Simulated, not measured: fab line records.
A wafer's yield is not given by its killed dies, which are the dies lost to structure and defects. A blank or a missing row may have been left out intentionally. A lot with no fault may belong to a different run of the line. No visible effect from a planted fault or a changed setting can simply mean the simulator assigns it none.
Problem report, 8D (eight disciplines) form, completed by code ; flow nand harc ; the parts of the form that need people (team, actions taken, sign-off) are left out

== 1. THE PROBLEM ==
Wafers without a fault read 0.27 % with a standard deviation of 0.22, while sort_bin_3_pct at NHARC_END_SORT_01 averages 3.62 % across 2 wafers of 1 lot. Relative to the usual mean, that is a shift of +15 standard deviations.
First observed at day 22 21:17: wafer L380.2, on prober-02. The record holds 15 wafers of 5 lots with a number at this step. Rule for "out", or "out of limits": more than 4 standard deviations from the usual mean. The other wafers with a number count as sound.

== 2. WHAT IT IS AND WHAT IT IS NOT ==
question;is;is not
which readings at this step;sort_bin_3_pct, defect limited yield, killed at array, killed dies, sort_bin_2_pct, sort n pass, sort yield pct;killed at other, killed at periphery, killed open, killed short, sort rim yield pct
which lots;L380;L368, L374, L375, L387
which wafers of those lots;L380.2, L380.5;L380.1
read on which gauges;prober-02;prober-01
when;from day 22 21:17;"up to then (10 sound wafers); but 3 sound wafers of L387 came after"

== 3. WHAT RULES OUT EACH SUSPECT ==
Counting: any tool at a process step up to the reading remains a suspect provided it ran every lot that is out. Sound lots after the first of them don't rule it out here, since some wafers of a struck lot are sound.
- the gauge at NHARC_END_SORT_01: kept. All the wafers that are out were read on prober-02, and no step on other tools shows them out.
- rie diel-13 at NHARC_A_M1_ETCH_15 (etches the open film in C4F8/Ar, target depth 182.5 nm, time 91.2 s): kept. The lot that is out, L380, ran on it at day 21 07:22; the last sound lot it ran before that was L374, at day 19 01:35.
- rie diel-04 at NHARC_A_M1_STRIP_18 (strips in N2/H2): kept. It ran the lot that is out, L380 (day 21 07:37).
- rie diel-04 at NHARC_A_M1_ETCH_28 (etches the open film in CF4/N2, target depth 30 nm, time 72.99 s): kept. It ran the lot that is out, L380 (day 21 08:56). NHARC_A_M1_ETCH_28 gives no start for some lots, so the hours and the order of its lots are those of NHARC_A_M1_ANNEAL_31.
- pvd sputter-01 at NHARC_A_M1_PRE_CLEAN_30 (time 30 s): kept. The lot that is out, L380, ran on it at day 21 08:56; the last sound lot it ran before that was L374, at day 19 03:10. NHARC_A_M1_PRE_CLEAN_30 gives no start for some lots, so the hours and the order of its lots are those of NHARC_A_M1_ANNEAL_31.
- rtp anneal-01 at NHARC_A_M1_ANNEAL_31 (time 90 s): kept. The lot that is out, L380, ran on it at day 21 08:56; the last sound lot it ran before that was L375, at day 19 22:59.
- cmp-01 at NHARC_A_M1_CMP_23 (polishes, t overpolish 20 s, target thk 154.34 nm): kept. The lot that is out, L380, ran on it at day 21 09:17; the last sound lot it ran before that was L375, at day 19 23:19.
- The sound lot-mates ran in chamber 3 of rie diel-13 at NHARC_A_M1_ETCH_15, but the wafers that are out ran in chamber 0.
- Within rie diel-04 at NHARC_A_M1_STRIP_18: the wafers that are out ran in chambers 1, 2; their sound lot-mates ran in chamber 3.
- The sound lot-mates ran in chamber 2 of rie diel-04 at NHARC_A_M1_ETCH_28, but the wafers that are out ran in chamber 1.
- The sound lot-mates ran in chamber 0 of cmp-01 at NHARC_A_M1_CMP_23, but the wafers that are out ran in chamber 1.
Left after counting: rie diel-13 at NHARC_A_M1_ETCH_15, rie diel-04 at NHARC_A_M1_STRIP_18, rie diel-04 at NHARC_A_M1_ETCH_28, pvd sputter-01 at NHARC_A_M1_PRE_CLEAN_30, rtp anneal-01 at NHARC_A_M1_ANNEAL_31, cmp-01 at NHARC_A_M1_CMP_23, prober-02 at NHARC_END_SORT_01.

== 4. THE CAUSE (what the simulator had put in) ==
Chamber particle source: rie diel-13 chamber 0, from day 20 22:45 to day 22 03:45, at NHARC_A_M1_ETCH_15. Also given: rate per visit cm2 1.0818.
After counting, 7 suspects remain, this tool included.

== 5. SEQUENCE OF EFFECTS, ordered by route ==
Rows list readings where the struck wafers' mean (over those with a number) sits beyond 3 standard deviations from the usual. Only readings whose record carries a usual standard deviation are examined. hours: median over the lots of the time between each lot's start at the first step of this table that gives one and its start at this step. sigmas: the change, counted in usual standard deviations.
hours;step;reading;usual;on struck wafers;change;sigmas
0;NHARC_END_SORT_01;defect limited yield;95.4 %;81.2;-14.2;-7.9
0;NHARC_END_SORT_01;killed at array;28;124;+96;+8.8
0;NHARC_END_SORT_01;killed dies;31;128;+96;+8.0
0;NHARC_END_SORT_01;sort_bin_2_pct;1.5 %;8.2;+6.7;+9.1
0;NHARC_END_SORT_01;sort_bin_3_pct;0.27 %;3.62;+3.35;+15
0;NHARC_END_SORT_01;sort_bin_4_pct;2.9 %;7.1;+4.2;+3.8
0;NHARC_END_SORT_01;sort n pass;646;550;-96;-8.0
0;NHARC_END_SORT_01;sort yield pct;95.4 %;81.2;-14.2;-7.9

== 6. WHAT WOULD HAVE CAUGHT IT SOONER ==
In this record the first reading out of limits at a measuring or inspecting step was taken at day 22 21:17, 47 hours after the fault began at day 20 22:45.
Tool readings at NHARC_A_M1_ETCH_15 with a usual standard deviation given in the record: none out on any struck wafer, hence no alarm at a limit of 4 standard deviations on them.
By day 22 21:17 the whole set of lots that are out, 1 in number, had already begun NHARC_A_M1_ETCH_15 on rie diel-13. Tool hold at that time: it would have spared none of them.
